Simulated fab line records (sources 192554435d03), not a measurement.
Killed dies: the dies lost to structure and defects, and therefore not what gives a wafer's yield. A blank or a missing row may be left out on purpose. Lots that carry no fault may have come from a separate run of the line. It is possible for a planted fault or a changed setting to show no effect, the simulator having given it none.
Shared-tool check + flow n5Finfet + 12 lots and 32 wafers in the sample

THE REASON FOR OPENING IT
At N5_BEOL_M8_OVL_MEAS_12 the reading M8_OVL is flagged on 2 of 12 lots. Wafers without a fault read 0.3 nm, standard deviation 0.72.
Rule: a lot is flagged when every wafer of it that has a number lies more than 4 standard deviations from that mean, or none has a number. The other lots count as sound.

| lot  | measured     | on         | M8_OVL (nm), wafer by wafer | flag    |
|------|--------------|------------|-----------------------------|---------|
| L955 | day 9 14:01  | overlay-01 | 0.4 0.7                     |         |
| L957 | day 10 10:24 | overlay-02 | 0.1 0.8 -0.2                |         |
| L961 | day 11 03:26 | overlay-01 | 0.0 0.5 0.6                 |         |
| L962 | day 11 03:40 | overlay-01 | 0.3 0.8                     |         |
| L963 | day 11 10:11 | overlay-01 | 1.5 0.1                     |         |
| L964 | day 12 05:00 | overlay-02 | 0.1 -0.3 -0.4               |         |
| L965 | day 12 12:07 | overlay-01 | 0.0 0.2 0.0                 |         |
| L967 | day 12 19:04 | overlay-01 | 0.2 1.6 -0.1                |         |
| L968 | day 13 08:37 | overlay-01 | 1.1 1.2                     |         |
| L969 | day 13 15:56 | overlay-02 | 7.7 8.3 7.8                 | FLAGGED |
| L972 | day 14 12:13 | overlay-01 | 8.4 8.0 7.8                 | FLAGGED |
| L978 | day 15 13:44 | overlay-01 | 0.1 -0.2 0.2                |         |
On average the flagged lots' numbers are 8.0 nm, which is +7.7 nm against the usual, or +11 standard deviations.

WHICH TOOL EACH LOT WENT THROUGH
3 process steps preceding the reading are held in the record, out of 1938 steps in the route. Each cell gives the tool, then ch followed by the chambers the sampled wafers passed through, then the start.
| lot  | flag    | N5_BEOL_M7_ANNEAL_51            | N5_BEOL_M8_HM_DEP_02        | N5_BEOL_M8_EXPOSE_08              |
|------|---------|---------------------------------|-----------------------------|-----------------------------------|
| L955 |         | rtpAnneal-02 ch 0, day 9 11:29  | pvdSputter-02, day 9 13:37  | arfiScanner-01 ch 0, day 9 13:52  |
| L957 |         | rtpAnneal-02 ch 0, day 10 08:04 | pvdSputter-01, day 10 09:52 | arfiScanner-02 ch 0, day 10 10:15 |
| L961 |         | rtpAnneal-02 ch 0, day 11 01:10 | pvdSputter-02, day 11 03:02 | arfiScanner-03 ch 0, day 11 03:17 |
| L962 |         | rtpAnneal-01 ch 0, day 11 01:16 | pvdSputter-01, day 11 03:08 | arfiScanner-02 ch 0, day 11 03:31 |
| L963 |         | rtpAnneal-01 ch 0, day 11 07:55 | pvdSputter-02, day 11 09:38 | arfiScanner-03 ch 0, day 11 10:02 |
| L964 |         | rtpAnneal-02 ch 0, day 12 01:16 | pvdSputter-03, day 12 04:28 | arfiScanner-01 ch 0, day 12 04:51 |
| L965 |         | rtpAnneal-02 ch 0, day 12 08:33 | pvdSputter-01, day 12 11:35 | arfiScanner-02 ch 0, day 12 11:57 |
| L967 |         | rtpAnneal-01 ch 0, day 12 15:30 | pvdSputter-01, day 12 18:40 | arfiScanner-02 ch 0, day 12 18:55 |
| L968 |         | rtpAnneal-02 ch 0, day 13 04:51 | pvdSputter-02, day 13 08:05 | arfiScanner-03 ch 0, day 13 08:27 |
| L969 | FLAGGED | rtpAnneal-01 ch 0, day 13 12:36 | pvdSputter-02, day 13 15:25 | arfiScanner-02 ch 0, day 13 15:47 |
| L972 | FLAGGED | rtpAnneal-01 ch 0, day 14 06:45 | pvdSputter-02, day 14 11:41 | arfiScanner-02 ch 0, day 14 12:04 |
| L978 |         | rtpAnneal-02 ch 0, day 15 09:46 | pvdSputter-01, day 15 13:07 | arfiScanner-01 ch 0, day 15 13:35 |
These steps, and what they do:
- N5_BEOL_M7_ANNEAL_51: time 90 s.
- N5_BEOL_M8_HM_DEP_02: deposits TiN, target thk 20 nm.
- N5_BEOL_M8_EXPOSE_08: exposes mask M8.
- N5_BEOL_M8_OVL_MEAS_12

FLAGGED OVER TOTAL, TOOL BY TOOL (the gauges that took the reading come last)
| step                   | tool           | lots run | flagged | share of the flagged lots | sound lots run after its first flagged lot |
|------------------------|----------------|----------|---------|---------------------------|--------------------------------------------|
| N5_BEOL_M7_ANNEAL_51   | rtpAnneal-01   | 5        | 2       | all                       | 0                                          |
| N5_BEOL_M7_ANNEAL_51   | rtpAnneal-02   | 7        | 0       | none                      | -                                          |
| N5_BEOL_M8_HM_DEP_02   | pvdSputter-01  | 5        | 0       | none                      | -                                          |
| N5_BEOL_M8_HM_DEP_02   | pvdSputter-02  | 6        | 2       | all                       | 0                                          |
| N5_BEOL_M8_HM_DEP_02   | pvdSputter-03  | 1        | 0       | none                      | -                                          |
| N5_BEOL_M8_EXPOSE_08   | arfiScanner-01 | 3        | 0       | none                      | -                                          |
| N5_BEOL_M8_EXPOSE_08   | arfiScanner-02 | 6        | 2       | all                       | 0                                          |
| N5_BEOL_M8_EXPOSE_08   | arfiScanner-03 | 3        | 0       | none                      | -                                          |
| N5_BEOL_M8_OVL_MEAS_12 | overlay-01     | 9        | 1       | some                      | 1 (L978)                                   |
| N5_BEOL_M8_OVL_MEAS_12 | overlay-02     | 3        | 1       | some                      | 0                                          |

WHAT IS ALLOWED BY THE TABLE
Rows of the table that ran every flagged lot, 3 in all: rtpAnneal-01 at N5_BEOL_M7_ANNEAL_51, pvdSputter-02 at N5_BEOL_M8_HM_DEP_02, arfiScanner-02 at N5_BEOL_M8_EXPOSE_08.
- rtpAnneal-01 at N5_BEOL_M7_ANNEAL_51 ran 5 lots, 2 of them flagged. Its last sound lot is L967 (day 12 15:30), its first flagged lot L969 (day 13 12:36): a fault that began between those two fits.
- pvdSputter-02 at N5_BEOL_M8_HM_DEP_02 ran 6 lots, 2 of them flagged. Its last sound lot is L968 (day 13 08:05), its first flagged lot L969 (day 13 15:25): a fault that began between those two fits.
- arfiScanner-02 at N5_BEOL_M8_EXPOSE_08 ran 6 lots, 2 of them flagged. Its last sound lot is L967 (day 12 18:55), its first flagged lot L969 (day 13 15:47): a fault that began between those two fits.
Counting lots can't tell these 3 tools apart, because each fits a fault that began at some hour. More lots, or a look at what each step does to the wafer, might.

WHAT THE SIMULATOR HAD INSERTED
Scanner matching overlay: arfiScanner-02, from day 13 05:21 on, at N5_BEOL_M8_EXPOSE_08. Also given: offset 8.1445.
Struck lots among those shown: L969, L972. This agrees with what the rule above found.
